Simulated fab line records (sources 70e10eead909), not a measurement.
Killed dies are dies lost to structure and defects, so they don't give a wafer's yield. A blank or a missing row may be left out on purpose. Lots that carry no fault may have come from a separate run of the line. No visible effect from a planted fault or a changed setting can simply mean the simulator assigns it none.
Matching of chambers / flow nand harc / 3 sister chambers for NHARC_A_STAIRCASE_DEP_471 on pecvd-04
The step deposits SiO2, target thk 100 nm. 3 wafers are shown with their chamber, then 9 later ones without.

WAFERS PAIRED WITH THEIR CHAMBERS
wafer=L160.2; chamber=0; throttle valve pct (%)=17.6
wafer=L162.1; chamber=1; throttle valve pct (%)=17.7
wafer=L162.3; chamber=2; throttle valve pct (%)=15.1

WAFERS MISSING THEIR CHAMBER
wafer=L162.6; throttle valve pct (%)=17.3
wafer=L165.1; throttle valve pct (%)=17.7
wafer=L165.5; throttle valve pct (%)=15.5
wafer=L172.2; throttle valve pct (%)=15.5
wafer=L172.3; throttle valve pct (%)=16.7
wafer=L172.5; throttle valve pct (%)=15.4
wafer=L174.2; throttle valve pct (%)=17.3
wafer=L174.5; throttle valve pct (%)=16.5
wafer=L174.6; throttle valve pct (%)=17.3

THE CHAMBER EACH PASSED THROUGH
wafer=L162.6; from the rows above=can't be placed: 0 or 1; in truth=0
wafer=L165.1; from the rows above=can't be placed: 1 or 0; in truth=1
wafer=L165.5; from the rows above=2; in truth=2
wafer=L172.2; from the rows above=2; in truth=2
wafer=L172.3; from the rows above=can't be placed: 0 or 1 or 2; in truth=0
wafer=L172.5; from the rows above=2; in truth=2
wafer=L174.2; from the rows above=can't be placed: 0 or 1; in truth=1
wafer=L174.5; from the rows above=can't be placed: 0 or 1 or 2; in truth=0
wafer=L174.6; from the rows above=can't be placed: 0 or 1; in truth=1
3 of 9 placed correctly. Unplaceable from these rows: 6, with the true chamber sitting among the candidates in 6. Placed wrongly: 0.
How it was worked out, from the rows above alone: a wafer's distance from a chamber is the root of the sum, over the readings, of the square of ((its reading less the chamber's mean) divided by the reading's scatter). The wafer belongs to the nearest chamber; if the next one is less than 2 further off, it can't be placed. The mean given for a chamber averages the wafers shown for that chamber. The scatter: with one shown wafer a chamber, the root of the mean of the squares of how far each hidden wafer lies from its nearest shown one.
